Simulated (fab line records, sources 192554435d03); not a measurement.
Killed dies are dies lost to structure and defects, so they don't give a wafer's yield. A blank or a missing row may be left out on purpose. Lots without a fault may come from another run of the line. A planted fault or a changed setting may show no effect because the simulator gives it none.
fab line records | flow n5_finfet
record lots=5 wafers=15 last_day=18
route steps=1938 shown BEOL_M13@1665
lots that met no fault: from a run of the same line without faults
start_h: hours from the record's first day to the start of the lot's first wafer shown | wait_h: hours since the lot's step before | " the same as in the row above | L1.1+2: a row that stands for several wafers | - no value, or no start given | * or withheld: withheld | < > ~ a bound
route shown NAME@n: a module of which the file shows steps, and the number in the route of the first | usual: mean/standard deviation of fault-free wafers | same: alike in all rows | chamber/n: place in a boat | sites: the reading at each site | _std_site: their standard deviation | _edge_site: outer sites' mean less inner sites' | radius_mm: how far each site lies from the wafer's centre | mask NAME#n: copy n | behind: the tool/chamber that last shaped the wafer | hold: why the lot was held/for how many hours/how that ended | device: the transistor (n, p or np) that didn't switch | end of line: the same wafers' tests at the end of the route | a step without rows: its recipe alone | killed: dies lost to structure and defects at the first sort, not the wafer's yield | map: a wafer's dies, x killed, . not, _ none there
set.NAME: the setting as run; set.NAME@STEP: as run at that earlier step | model.NAME: the simulator's own value behind a step, which no gauge read
lots at some steps of the route; a table a step, a row a wafer
services: from which hour (start_h, from the record's first day; less than 0 if before it) a tool's chamber was out of use, for how many hours, and why
## steps
# step N5_BEOL_M13_EXPOSE_07
# recipe mask_id=V12 na=0.93 source_shape=conventional sigma_outer=0.6 polarization=unpolarized attpsm_phase_deg=180 dose_mj=24.8
# columns lot.wafer tool chamber start_h wait_h mask
L083.2+4+6 krf_scanner-02 0 302.71 - V12#0
L087.1+2+6 krf_scanner-02 0 322.03 - V12#0
L089.1+3+6 krf_scanner-02 0 347.29 - V12#0
L097.2+4+5 krf_scanner-02 0 388.26 - V12#0
L096.2+3+6 krf_scanner-01 0 399.49 - V12#0
# step N5_BEOL_M13_PEB_08
# recipe peb_temp_c=130 peb_time_s=90
# usual chill_plate_temp_C=23.02/0.12 heater_power_total_W=172.5/0.76 plate_temp_C=130.02/0.13
# same peb_time_s=90
# columns lot.wafer tool chamber start_h wait_h chill_plate_temp_C heater_power_total_W plate_temp_C
L083.2 litho_track-04 0 302.76 0.0 23.15 173.2 130.25
L083.4 " 0 " " 23.15 171.9 130.06
L083.6 " 0 " " 23.09 172.0 130.02
L087.1 litho_track-05 0 322.08 0.1 23.06 173.8 130.09
L087.2 " 0 " " 23.12 173.9 130.02
L087.6 " 0 " " 23.02 172.1 130.17
L089.1 litho_track-04 0 347.34 0.1 22.80 173.0 130.00
L089.3 " 0 " " 22.87 173.3 130.10
L089.6 " 0 " " 22.89 172.0 130.09
L097.2 litho_track-04 0 388.31 0.0 22.88 172.3 130.17
L097.4 " 0 " " 23.09 172.3 130.02
L097.5 " 0 " " 23.09 172.1 130.23
L096.2 litho_track-05 0 399.55 0.0 23.13 171.0 130.19
L096.3 " 0 " " 23.15 173.1 130.23
L096.6 " 0 " " 23.22 173.2 130.10
# step N5_BEOL_M13_DEVELOP_09
# recipe develop_time_s=45 rinse_liquid=diw dry=air_spin dev_temp_c=21
# usual chill_plate_temp_C=23.02/0.091
# columns lot.wafer tool chamber start_h wait_h chill_plate_temp_C
L083.2 litho_track-04 0 - - 22.92
L083.4 " 0 " " 23.02
L083.6 " 0 " " 22.99
L087.1 litho_track-05 0 - - 23.01
L087.2 " 0 " " 23.14
L087.6 " 0 " " 23.17
L089.1 litho_track-04 0 - - 23.00
L089.3 " 0 " " 23.07
L089.6 " 0 " " 23.07
L097.2 litho_track-04 0 - - 22.96
L097.4 " 0 " " 23.09
L097.5 " 0 " " 23.03
L096.2 litho_track-05 0 - - 22.94
L096.3 " 0 " " 22.90
L096.6 " 0 " " 22.89
# step N5_BEOL_M13_HARDBAKE_14
# recipe temp_c=130 time_s=120
# usual chill_plate_temp_C=23.00/0.1 heater_power_total_W=148.1/0.92 plate_temp_C=129.98/0.12
# columns lot.wafer tool chamber start_h wait_h chill_plate_temp_C heater_power_total_W plate_temp_C
L083.2 litho_track-04 0 - - 22.90 146.7 130.03
L083.4 " 0 " " 22.91 147.2 130.00
L083.6 " 0 " " 22.94 148.5 129.99
L087.1 litho_track-05 0 - - 23.12 147.7 129.75
L087.2 " 0 " " 23.05 149.3 129.79
L087.6 " 0 " " 23.00 148.9 130.01
L089.1 litho_track-04 0 - - 22.95 148.8 130.12
L089.3 " 0 " " 22.96 148.2 129.89
L089.6 " 0 " " 22.80 148.3 130.03
L097.2 litho_track-04 0 - - 22.95 148.2 130.01
L097.4 " 0 " " 22.98 149.3 129.85
L097.5 " 0 " " 23.07 149.1 129.97
L096.2 litho_track-05 0 - - 22.86 148.5 129.83
L096.3 " 0 " " 22.86 146.6 129.89
L096.6 " 0 " " 23.05 149.2 129.91
# step N5_BEOL_M13_CD_MEAS_10
# recipe target_cd_nm=190 landing_energy_ev=500 detector=se_inlens polarity=opening
# usual cd_nm=189.6/1.3
# columns lot.wafer tool chamber start_h wait_h cd_nm
L083.2 cd_sem-01 0 302.88 - 187.0
L083.4 " 0 " " 187.2
L083.6 " 0 " " 188.4
L087.1 cd_sem-01 0 322.20 - 189.3
L087.2 " 0 " " 188.8
L087.6 " 0 " " 189.9
L089.1 cd_sem-01 0 347.46 - 190.7
L089.3 " 0 " " 190.2
L089.6 " 0 " " 189.2
L097.2 cd_sem-03 0 388.42 - 189.8
L097.4 " 0 " " 188.9
L097.5 " 0 " " 188.7
L096.2 cd_sem-01 0 399.66 - 190.3
L096.3 " 0 " " 189.3
L096.6 " 0 " " 189.9
# step N5_BEOL_M13_OVL_MEAS_11
# recipe points_per_wafer=44
# usual V12_OVL=1/5.5
# columns lot.wafer tool chamber start_h wait_h V12_OVL[nm]
L083.2 overlay-02 0 302.94 0.1 6
L083.4 " 0 " " 2
L083.6 " 0 " " 9
L087.1 overlay-01 0 322.23 0.0 7
L087.2 " 0 " " 7
L087.6 " 0 " " 3
L089.1 overlay-01 0 347.49 0.0 10
L089.3 " 0 " " 3
L089.6 " 0 " " 3
L097.2 overlay-02 0 388.45 0.0 -3
L097.4 " 0 " " 2
L097.5 " 0 " " -8
L096.2 overlay-02 0 399.69 0.0 6
L096.3 " 0 " " -1
L096.6 " 0 " " 5
# step N5_BEOL_M13_INSPECT_12
# recipe mode=adi inspect_instrument=macro
# usual raw_defect_count=2.2/1.5
# columns lot.wafer tool chamber start_h wait_h raw_defect_count
L083.2 defect_inspect-02 - 302.97 0.0 3
L083.4 " - " " 5
L083.6 " - " " 1
L087.1 defect_inspect-01 - 322.25 0.0 1
L087.2 " - " " 1
L087.6 " - " " 2
L089.1 defect_inspect-01 - 347.51 0.0 2
L089.3 " - " " 2
L089.6 " - " " 0
L097.2 defect_inspect-01 - 388.48 0.0 1
L097.4 " - " " 1
L097.5 " - " " 1
L096.2 defect_inspect-01 - 399.71 0.0 0
L096.3 " - " " 5
L096.6 " - " " 4
# step N5_BEOL_M13_DESCUM_15
# recipe chemistry=O2 time_s=7.9 source_power_w=50 bias_power_w=20 pressure_mtorr=20 rf_frequency_hz=2.712e+07 temp_c=40 o2_flow_sccm=225
# usual drypump_motor_current_A=5.7/0.58 oes_product_au=0.81/0.088 rf_vpp_V=243.1/1.3 showerhead_plenum_p_Torr=2.09/0.065 throttle_valve_pct=20.39/0.23
# columns lot.wafer tool chamber start_h wait_h drypump_motor_current_A oes_product_au rf_hours_counter_h rf_vpp_V showerhead_plenum_p_Torr throttle_valve_pct
L083.2 rie_diel-06 0 303.05 0.1 6.2 0.73 202 242.3 1.99 20.63
L083.4 " 2 " " 5.0 0.85 68 242.3 2.04 20.02
L083.6 " 0 " " 6.2 0.72 - 240.6 1.99 20.64
L087.1 rie_diel-06 3 322.29 0.0 5.7 0.75 146 245.8 2.18 20.36
L087.2 " 0 " " 6.2 0.73 209 242.0 1.98 20.63
L087.6 " 0 " " 6.2 0.72 - 242.4 1.98 20.65
L089.1 rie_diel-03 0 347.55 0.0 6.5 0.88 47 242.3 2.14 20.15
L089.3 " 1 " " 5.7 0.84 73 243.1 2.12 20.29
L089.6 " 0 " " 6.5 0.89 - 244.1 2.14 20.15
L097.2 rie_diel-03 2 388.83 0.4 6.6 0.86 42 242.3 2.05 20.44
L097.4 " 1 " " 5.7 0.82 83 243.4 2.12 20.30
L097.5 " 2 " " 6.6 0.86 - 241.4 2.05 20.43
L096.2 rie_diel-06 1 400.04 0.3 5.1 0.93 18 243.1 2.06 20.17
L096.3 " 3 " " 5.7 0.74 171 244.6 2.17 20.40
L096.6 " 2 " " 5.0 0.82 - 240.8 2.03 20.06
# step N5_BEOL_M13_ETCH_59
# recipe chemistry=N2/H2 target=BARC target_depth_a=890 overetch_a=267 time_s=67.9 ion_energy_ev=200 pressure_mtorr=30 source_w=840 bias_w=150 n2_flow_sccm=200 h2_flow_sccm=200
# usual drypump_motor_current_A=5.7/0.57 oes_product_au=0.69/0.07 rf_vpp_V=523.8/2.3 showerhead_plenum_p_Torr=2.54/0.08 throttle_valve_pct=17.80/0.21
# columns lot.wafer tool chamber start_h wait_h drypump_motor_current_A oes_product_au rf_hours_counter_h rf_vpp_V showerhead_plenum_p_Torr throttle_valve_pct
L083.2 rie_diel-06 0 303.09 0.0 6.2 0.64 202 520.2 2.40 18.04
L083.4 " 2 " " 5.0 0.72 68 521.3 2.48 17.53
L083.6 " 0 " " 6.2 0.63 - 520.9 2.40 18.03
L087.1 rie_diel-06 3 322.32 0.0 5.7 0.65 146 527.4 2.64 17.78
L087.2 " 0 " " 6.2 0.62 209 519.9 2.40 18.05
L087.6 " 0 " " 6.3 0.63 - 518.8 2.40 18.05
L089.1 rie_diel-03 0 347.58 0.0 6.5 0.75 47 525.8 2.60 17.70
L089.3 " 1 " " 5.7 0.71 73 526.4 2.58 17.78
L089.6 " 0 " " 6.5 0.75 - 524.9 2.60 17.70
L097.2 rie_diel-03 2 388.87 0.0 6.6 0.73 42 522.4 2.47 17.64
L097.4 " 1 " " 5.7 0.70 83 525.7 2.58 17.77
L097.5 " 2 " " 6.6 0.72 - 521.8 2.48 17.64
L096.2 rie_diel-06 1 400.08 0.0 5.1 0.79 18 522.6 2.48 17.42
L096.3 " 3 " " 5.7 0.63 171 526.2 2.63 17.83
L096.6 " 2 " " 5.0 0.69 - 521.1 2.47 17.58
# step N5_BEOL_M13_VIA_ETCH_16
# recipe chemistry=C4F8/O2/Ar target=SiOC pressure_mtorr=30 source_w=3000 bias_w=700 Ar_flow_sccm=400 C4F8_flow_sccm=15 O2_flow_sccm=8 he_inner_torr=15 he_outer_torr=30 target_depth_a=9217 time_s=withheld ion_energy_ev=250 ends=cleared
# usual drypump_motor_current_A=5.7/0.58 he_outer_torr=29.99/0.066 oes_product_au=0.73/0.079 rf_vpp_V=665.3/2.8 showerhead_plenum_p_Torr=3.41/0.091 throttle_valve_pct=24.11/0.24
# columns lot.wafer tool chamber start_h wait_h drypump_motor_current_A he_outer_torr oes_product_au rf_vpp_V showerhead_plenum_p_Torr throttle_valve_pct
L083.2 rie_diel-06 0 303.14 0.0 6.3 29.98 0.66 661.2 3.26 24.42
L083.4 " 2 " " 5.0 29.96 0.77 663.4 3.33 23.80
L083.6 " 0 " " 6.3 29.90 0.67 662.2 3.26 24.44
L087.1 rie_diel-06 3 322.37 0.0 5.7 29.96 0.69 668.1 3.54 24.12
L087.2 " 0 " " 6.2 30.07 0.66 661.1 3.26 24.42
L087.6 " 0 " " 6.3 29.97 0.65 661.4 3.26 24.43
L089.1 rie_diel-03 0 347.63 0.0 6.5 29.98 0.80 665.4 3.46 23.78
L089.3 " 1 " " 5.7 30.04 0.76 665.5 3.44 23.98
L089.6 " 0 " " 6.5 30.07 0.81 667.7 3.46 23.79
L097.2 rie_diel-03 2 388.92 0.0 6.6 29.84 0.77 663.5 3.36 24.21
L097.4 " 1 " " 5.7 29.92 0.76 667.4 3.44 23.99
L097.5 " 2 " " 6.6 29.89 0.77 663.6 3.35 24.20
L096.2 rie_diel-06 1 400.13 0.0 5.1 29.95 0.83 664.0 3.35 23.91
L096.3 " 3 " " 5.7 29.95 0.67 669.5 3.53 24.13
L096.6 " 2 " " 5.0 30.09 0.74 664.3 3.32 23.82
# step N5_BEOL_M13_STRIP_63
# recipe chemistry=N2/H2 power_w=1000 temp_c=250 h2_frac=0.65 overash_fraction=0.3 pressure_mtorr=1000 n2_flow_sccm=1750 h2_flow_sccm=3250
# usual drypump_motor_current_A=5.9/0.51 heater_power_w=376/43 oes_product_au=0.675/0.0049 strip_time_to_endpoint_s=28.1/1
# columns lot.wafer tool chamber start_h wait_h drypump_motor_current_A heater_power_w oes_product_au rf_hours_counter_h strip_time_to_endpoint_s
L083.2 plasma_asher-01 1 303.37 - 4.9 312 0.683 139 27.8
L083.4 " 1 " " 4.9 301 0.680 - 25.8
L083.6 " 0 " " 6.2 347 0.662 - 26.4
L087.1 plasma_asher-02 1 322.61 - 6.4 432 0.679 82 28.8
L087.2 " 0 " " 5.7 389 0.674 82 28.9
L087.6 " 0 " " 5.7 398 0.680 - 28.1
L089.1 plasma_asher-02 1 347.87 - 6.3 426 0.675 87 28.2
L089.3 " 1 " " 6.4 412 0.671 - 28.3
L089.6 " 0 " " 5.7 389 0.678 - 27.4
L097.2 plasma_asher-01 0 389.16 - 6.3 336 0.674 156 28.6
L097.4 " 0 " " 6.2 343 0.673 - 28.0
L097.5 " 0 " " 6.2 339 0.672 - 28.3
L096.2 plasma_asher-02 0 400.37 - 5.7 396 0.672 98 27.3
L096.3 " 1 " " 6.4 416 0.675 - 27.4
L096.6 " 1 " " 6.4 422 0.675 - 27.7
# step N5_BEOL_M13_STRIP_64
# recipe chemistry=N2/H2 power_w=1000 temp_c=250 h2_frac=0.65 overash_fraction=0.3 pressure_mtorr=withheld n2_flow_sccm=1750 h2_flow_sccm=3250
# usual drypump_motor_current_A=5.9/0.51 heater_power_w=376/43 oes_product_au=0.714/0.0051 strip_time_to_endpoint_s=31.32/0.076
# columns lot.wafer tool chamber start_h wait_h drypump_motor_current_A heater_power_w oes_product_au rf_hours_counter_h strip_time_to_endpoint_s
L083.2 plasma_asher-01 1 303.43 0.0 4.9 307 0.718 139 31.46
L083.4 " 1 " " 4.9 313 0.708 - 31.42
L083.6 " 0 " " 6.2 340 0.715 - 31.42
L087.1 plasma_asher-02 1 322.67 0.0 6.4 420 0.723 83 31.36
L087.2 " 0 " " 5.7 387 0.712 83 31.28
L087.6 " 0 " " 5.7 392 0.714 - 31.33
L089.1 plasma_asher-02 1 347.93 0.0 6.4 416 0.710 87 31.32
L089.3 " 1 " " 6.4 424 0.721 - 31.36
L089.6 " 0 " " 5.7 380 0.716 - 31.33
L097.2 plasma_asher-01 0 389.22 0.0 6.2 342 0.724 156 31.40
L097.4 " 0 " " 6.2 337 0.712 - 31.40
L097.5 " 0 " " 6.2 341 0.712 - 31.39
L096.2 plasma_asher-02 0 400.43 0.0 5.7 389 0.717 98 31.26
L096.3 " 1 " " 6.4 418 0.707 - 31.26
L096.6 " 1 " " 6.4 425 0.721 - 31.20
# step N5_BEOL_M13_STRIP_71
# recipe chemistry=post_etch_residue_remover time_s=60 temp_c=25 remover_ph=withheld remover_water_wt_pct=withheld remover_fluoride_wt_pct=withheld
# columns lot.wafer tool chamber start_h wait_h
L083.2+4+6 wet_bench-03 4,5,0 303.52 0.1
L087.1+2+6 wet_bench-06 7,3,0 322.76 0.1
L089.1+3+6 wet_bench-02 6,7,4 348.02 0.1
L097.2+4+5 wet_bench-03 6,1,4 389.30 0.1
L096.2+3+6 wet_bench-02 0,4,3 400.51 0.1
# step N5_BEOL_M13_SRD_72
# recipe time_s=30 temp_c=23 rinse_liquid=diw dry=n2_spin spin_rpm=1500 dry_time_s=30
# columns lot.wafer tool chamber start_h wait_h
L083.2+4+6 wet_bench-03 4,5,0 303.56 0.0
L087.1+2+6 wet_bench-06 7,3,0 322.78 0.0
L089.1+3+6 wet_bench-02 6,7,4 348.03 0.0
L097.2+4+5 wet_bench-03 6,1,4 389.32 0.0
L096.2+3+6 wet_bench-02 0,4,3 400.53 0.0
# step N5_BEOL_M13_CD_MEAS_17
# recipe target_cd_nm=190 polarity=opening
# usual cd_nm=189.7/1.7
# columns lot.wafer tool chamber start_h wait_h cd_nm
L083.2 cd_sem-03 - 303.62 0.0 186.6
L083.4 " - " " 185.4
L083.6 " - " " 188.2
L087.1 cd_sem-02 - 322.82 0.0 188.6
L087.2 " - " " 188.2
L087.6 " - " " 188.2
L089.1 cd_sem-02 - 348.07 0.0 191.0
L089.3 " - " " 189.7
L089.6 " - " " 189.0
L097.2 cd_sem-01 - 389.36 0.0 191.2
L097.4 " - " " 189.0
L097.5 " - " " 191.1
L096.2 cd_sem-01 - 400.57 0.0 193.2
L096.3 " - " " 190.0
L096.6 " - " " 188.6
# step N5_BEOL_M13_COAT_65
# recipe resist=SOC temp_c=250 time_s=60 spin_rpm=1500 resist_thk_nm=350
# usual chill_plate_temp_C=22.99/0.11 heater_power_total_W=500.4/1.8 plate_temp_C=250.02/0.18
# columns lot.wafer tool chamber start_h wait_h chill_plate_temp_C heater_power_total_W plate_temp_C
L083.2 litho_track-05 0 303.65 0.0 23.00 498.8 249.87
L083.4 " 0 " " 22.98 498.3 249.74
L083.6 " 0 " " 22.96 499.5 249.76
L087.1 litho_track-04 0 322.85 0.0 22.87 501.7 250.02
L087.2 " 0 " " 22.81 498.3 250.09
L087.6 " 0 " " 22.84 500.8 250.11
L089.1 litho_track-05 0 348.11 0.0 23.04 499.6 250.24
L089.3 " 0 " " 23.08 500.6 250.07
L089.6 " 0 " " 23.20 502.6 250.11
L097.2 litho_track-05 0 389.40 0.0 22.91 500.9 250.32
L097.4 " 0 " " 22.91 497.3 250.56
L097.5 " 0 " " 22.73 501.9 250.31
L096.2 litho_track-05 0 400.61 0.0 22.93 502.9 249.90
L096.3 " 0 " " 22.94 500.0 249.93
L096.6 " 0 " " 23.01 501.3 250.09
# step N5_BEOL_M13_COAT_66
# recipe resist=SiARC temp_c=220 time_s=60 spin_rpm=1500 resist_thk_nm=110
# usual chill_plate_temp_C=23.01/0.095 heater_power_total_W=427.4/2.2 plate_temp_C=219.98/0.17
# columns lot.wafer tool chamber start_h wait_h chill_plate_temp_C heater_power_total_W plate_temp_C
L083.2 litho_track-05 0 - - 22.94 427.2 220.08
L083.4 " 0 " " 23.07 425.1 220.12
L083.6 " 0 " " 22.88 428.7 219.94
L087.1 litho_track-04 0 - - 22.97 425.0 220.06
L087.2 " 0 " " 22.86 428.4 219.91
L087.6 " 0 " " 23.12 424.3 220.07
L089.1 litho_track-05 0 - - 23.02 424.4 219.96
L089.3 " 0 " " 23.21 431.0 219.97
L089.6 " 0 " " 23.00 427.3 219.72
L097.2 litho_track-05 0 - - 23.10 430.3 219.93
L097.4 " 0 " " 23.09 428.6 219.90
L097.5 " 0 " " 23.20 429.6 219.90
L096.2 litho_track-05 0 - - 23.09 426.6 219.91
L096.3 " 0 " " 23.14 424.1 219.77
L096.6 " 0 " " 23.13 428.4 220.00
# step N5_BEOL_M13_COAT_22
# recipe spin_rpm=2888 resist_thk_nm=300
# usual chill_plate_temp_C=23.01/0.095
# columns lot.wafer tool chamber start_h wait_h chill_plate_temp_C
L083.2 litho_track-05 0 - - 22.97
L083.4 " 0 " " 22.90
L083.6 " 0 " " 22.95
L087.1 litho_track-04 0 - - 23.13
L087.2 " 0 " " 23.06
L087.6 " 0 " " 22.93
L089.1 litho_track-05 0 - - 23.12
L089.3 " 0 " " 22.94
L089.6 " 0 " " 22.72
L097.2 litho_track-05 0 - - 23.00
L097.4 " 0 " " 23.22
L097.5 " 0 " " 22.99
L096.2 litho_track-05 0 - - 22.91
L096.3 " 0 " " 23.05
L096.6 " 0 " " 23.04
# step N5_BEOL_M13_EBR_24
# recipe solvent=PGMEA ebr_width_mm=1.5
# usual chill_plate_temp_C=23.00/0.1
# columns lot.wafer tool chamber start_h wait_h chill_plate_temp_C
L083.2 litho_track-05 0 - - 23.15
L083.4 " 0 " " 23.16
L083.6 " 0 " " 23.16
L087.1 litho_track-04 0 - - 22.89
L087.2 " 0 " " 23.13
L087.6 " 0 " " 22.86
L089.1 litho_track-05 0 - - 23.02
L089.3 " 0 " " 22.86
L089.6 " 0 " " 23.01
L097.2 litho_track-05 0 - - 23.20
L097.4 " 0 " " 23.20
L097.5 " 0 " " 23.18
L096.2 litho_track-05 0 - - 22.98
L096.3 " 0 " " 22.84
L096.6 " 0 " " 22.98
# step N5_BEOL_M13_SOFTBAKE_23
# recipe temp_c=130 time_s=60
# usual chill_plate_temp_C=23.01/0.099 heater_power_total_W=218.7/1.5 plate_temp_C=129.99/0.13
# columns lot.wafer tool chamber start_h wait_h chill_plate_temp_C heater_power_total_W plate_temp_C
L083.2 litho_track-05 0 - - 23.03 220.5 129.79
L083.4 " 0 " " 23.07 221.0 130.01
L083.6 " 0 " " 22.99 219.5 130.10
L087.1 litho_track-04 0 - - 22.91 220.3 130.04
L087.2 " 0 " " 23.14 217.2 129.94
L087.6 " 0 " " 22.92 218.3 129.90
L089.1 litho_track-05 0 - - 23.10 218.9 129.98
L089.3 " 0 " " 23.13 221.1 129.74
L089.6 " 0 " " 23.09 218.7 130.14
L097.2 litho_track-05 0 - - 22.83 220.8 129.88
L097.4 " 0 " " 22.92 217.2 129.96
L097.5 " 0 " " 22.83 217.3 129.96
L096.2 litho_track-05 0 - - 22.91 220.0 130.00
L096.3 " 0 " " 22.95 219.3 130.15
L096.6 " 0 " " 23.05 217.4 129.90
# step N5_BEOL_M13_EXPOSE_25
# recipe mask_id=M13 na=0.93 source_shape=conventional sigma_outer=0.4 polarization=unpolarized target_cd_nm=210 dose_mj=22
# columns lot.wafer tool chamber start_h wait_h mask
L083.2+4+6 krf_scanner-02 0 303.90 - M13#0
L087.1+2+6 krf_scanner-02 0 323.10 - M13#0
L089.1+3+6 krf_scanner-01 0 348.35 - M13#0
L097.2+4+5 krf_scanner-01 0 389.52 - M13#0
L096.2+3+6 krf_scanner-02 0 400.73 - M13#0
# step N5_BEOL_M13_PEB_26
# recipe peb_temp_c=130 peb_time_s=90
# usual chill_plate_temp_C=22.97/0.091 heater_power_total_W=172.4/0.74 plate_temp_C=130.01/0.14
# same peb_time_s=90
# columns lot.wafer tool chamber start_h wait_h chill_plate_temp_C heater_power_total_W plate_temp_C
L083.2 litho_track-05 0 303.95 0.0 22.97 171.3 130.27
L083.4 " 0 " " 22.93 170.9 130.09
L083.6 " 0 " " 23.10 172.4 130.27
L087.1 litho_track-04 0 323.15 0.1 22.99 172.2 130.22
L087.2 " 0 " " 22.97 172.5 130.14
L087.6 " 0 " " 23.05 172.9 130.13
L089.1 litho_track-01 0 348.41 0.1 22.98 172.5 130.14
L089.3 " 0 " " 22.93 173.0 130.16
L089.6 " 0 " " 22.92 172.0 129.94
L097.2 litho_track-01 0 389.58 0.0 22.85 173.3 129.84
L097.4 " 0 " " 23.06 173.2 129.92
L097.5 " 0 " " 22.99 173.3 129.88
L096.2 litho_track-01 0 400.78 0.0 22.99 172.3 129.83
L096.3 " 0 " " 22.91 171.8 129.90
L096.6 " 0 " " 23.05 172.8 129.78
# step N5_BEOL_M13_DEVELOP_27
# recipe develop_time_s=45 rinse_liquid=diw dry=air_spin dev_temp_c=21
# usual chill_plate_temp_C=23.02/0.11
# columns lot.wafer tool chamber start_h wait_h chill_plate_temp_C
L083.2 litho_track-05 0 - - 22.97
L083.4 " 0 " " 22.88
L083.6 " 0 " " 23.00
L087.1 litho_track-04 0 - - 23.01
L087.2 " 0 " " 23.09
L087.6 " 0 " " 23.03
L089.1 litho_track-01 0 - - 22.96
L089.3 " 0 " " 23.21
L089.6 " 0 " " 23.07
L097.2 litho_track-01 0 - - 23.06
L097.4 " 0 " " 23.04
L097.5 " 0 " " 22.89
L096.2 litho_track-01 0 - - 23.12
L096.3 " 0 " " 23.10
L096.6 " 0 " " 23.28
# step N5_BEOL_M13_HARDBAKE_32
# recipe temp_c=130 time_s=120
# usual chill_plate_temp_C=22.99/0.11 heater_power_total_W=148.1/0.85 plate_temp_C=130.03/0.14
# columns lot.wafer tool chamber start_h wait_h chill_plate_temp_C heater_power_total_W plate_temp_C
L083.2 litho_track-05 0 - - 23.02 148.3 130.13
L083.4 " 0 " " 22.86 147.3 130.12
L083.6 " 0 " " 22.84 149.3 130.02
L087.1 litho_track-04 0 - - 22.91 146.4 130.19
L087.2 " 0 " " 23.03 149.1 130.02
L087.6 " 0 " " 23.10 146.3 130.05
L089.1 litho_track-01 0 - - 22.98 148.8 130.04
L089.3 " 0 " " 22.90 149.0 130.13
L089.6 " 0 " " 23.00 146.8 130.03
L097.2 litho_track-01 0 - - 22.85 148.6 130.02
L097.4 " 0 " " 22.93 149.3 130.18
L097.5 " 0 " " 22.88 148.7 130.01
L096.2 litho_track-01 0 - - 23.12 149.2 129.94
L096.3 " 0 " " 23.00 148.3 129.87
L096.6 " 0 " " 22.97 149.0 129.86
# step N5_BEOL_M13_CD_MEAS_28
# recipe target_cd_nm=209.5 landing_energy_ev=500 detector=se_inlens
# usual cd_nm=209.8/1.2
# columns lot.wafer tool chamber start_h wait_h cd_nm
L083.2 cd_sem-02 0 304.07 - 211.5
L083.4 " 0 " " 210.1
L083.6 " 0 " " 209.4
L087.1 cd_sem-02 0 323.27 - 211.1
L087.2 " 0 " " 209.8
L087.6 " 0 " " 211.5
L089.1 cd_sem-01 0 348.53 - 209.6
L089.3 " 0 " " 209.6
L089.6 " 0 " " 210.7
L097.2 cd_sem-01 0 389.69 - 209.3
L097.4 " 0 " " 208.6
L097.5 " 0 " " 207.9
L096.2 cd_sem-01 0 400.90 - 209.0
L096.3 " 0 " " 208.8
L096.6 " 0 " " 209.4
# step N5_BEOL_M13_OVL_MEAS_29
# recipe points_per_wafer=44
# usual M13_OVL=-1/6.8
# columns lot.wafer tool chamber start_h wait_h M13_OVL[nm]
L083.2 overlay-02 0 304.10 0.0 1
L083.4 " 0 " " -2
L083.6 " 0 " " -5
L087.1 overlay-01 0 323.30 0.0 5
L087.2 " 0 " " -9
L087.6 " 0 " " -10
L089.1 overlay-02 0 348.56 0.0 0
L089.3 " 0 " " -1
L089.6 " 0 " " -1
L097.2 overlay-02 0 389.72 0.0 3
L097.4 " 0 " " 4
L097.5 " 0 " " 0
L096.2 overlay-01 0 400.93 0.0 -14
L096.3 " 0 " " -6
L096.6 " 0 " " -8
# step N5_BEOL_M13_INSPECT_30
# recipe mode=adi inspect_instrument=macro
# usual raw_defect_count=2.2/1.4
# columns lot.wafer tool chamber start_h wait_h raw_defect_count
L083.2 defect_inspect-02 - 304.12 0.0 2
L083.4 " - " " 8
L083.6 " - " " 5
L087.1 defect_inspect-01 - 323.32 0.0 4
L087.2 " - " " 1
L087.6 " - " " 2
L089.1 defect_inspect-01 - 348.58 0.0 2
L089.3 " - " " 3
L089.6 " - " " 2
L097.2 defect_inspect-02 - 389.74 0.0 1
L097.4 " - " " 2
L097.5 " - " " 2
L096.2 defect_inspect-02 - 400.95 0.0 2
L096.3 " - " " 1
L096.6 " - " " 1
# step N5_BEOL_M13_DESCUM_33
# recipe chemistry=O2 time_s=7.9 source_power_w=50 bias_power_w=20 pressure_mtorr=20 rf_frequency_hz=2.712e+07 temp_c=40 o2_flow_sccm=225
# usual drypump_motor_current_A=5.7/0.59 oes_product_au=0.82/0.089 rf_vpp_V=243.2/1.3 showerhead_plenum_p_Torr=2.10/0.062 throttle_valve_pct=20.36/0.22
# columns lot.wafer tool chamber start_h wait_h drypump_motor_current_A oes_product_au rf_hours_counter_h rf_vpp_V showerhead_plenum_p_Torr throttle_valve_pct
L083.2 rie_diel-06 2 304.38 0.3 4.9 0.86 69 240.9 2.04 20.03
L083.4 " 3 " " 5.7 0.77 139 245.7 2.18 20.36
L083.6 " 2 " " 5.0 0.86 - 242.3 2.04 20.01
L087.1 rie_diel-03 3 323.36 0.0 5.4 0.98 1 242.7 2.17 20.48
L087.2 " 0 " " 6.5 0.91 40 242.1 2.14 20.14
L087.6 " 3 " " 5.4 0.98 - 244.7 2.17 20.51
L089.1 rie_diel-03 3 348.79 0.2 5.4 0.94 8 245.8 2.17 20.49
L089.3 " 2 " " 6.6 0.89 32 242.5 2.06 20.41
L089.6 " 2 " " 6.6 0.89 - 243.3 2.06 20.41
L097.2 rie_diel-06 0 389.85 0.1 6.2 0.71 231 241.8 1.98 20.66
L097.4 " 2 " " 5.0 0.83 95 242.6 2.03 20.07
L097.5 " 2 " " 5.0 0.82 - 242.0 2.03 20.07
L096.2 rie_diel-06 0 400.99 0.0 6.2 0.72 234 240.5 1.98 20.67
L096.3 " 2 " " 5.0 0.82 99 241.5 2.03 20.06
L096.6 " 1 " " 5.1 0.92 - 242.9 2.06 20.18
## services
# columns tool chamber start_h hours kind
plasma_asher-01 - 279.24 0.7 repair
krf_scanner-02 - 286.72 1.3 pm
rie_diel-06 1 290.13 8.6 repair
rie_diel-03 3 303.82 - clean
rie_diel-03 3 303.82 - consumable_replace:focus_ring
rie_diel-03 3 303.82 16.7 scheduled_down
rie_diel-03 3 303.82 16.7 vent_cycle
krf_scanner-02 0 312.14 - calibration
rie_diel-06 1 312.47 - clean
rie_diel-06 1 312.47 - consumable_replace:focus_ring
rie_diel-06 1 312.47 21.9 scheduled_down
rie_diel-06 1 312.47 21.9 vent_cycle
krf_scanner-02 - 318.40 1.0 pm
krf_scanner-01 0 325.01 - calibration
krf_scanner-01 - 329.55 0.8 pm
wet_bench-06 - 340.99 3.7 repair
krf_scanner-01 - 346.34 1.0 pm
wet_bench-06 - 350.31 4.4 pm
krf_scanner-01 - 354.82 3.0 pm
rie_diel-03 - 357.61 13.2 repair
rie_diel-06 - 363.75 0.3 repair
krf_scanner-01 - 375.20 4.0 pm
krf_scanner-01 - 384.02 4.5 repair
## key
fault none
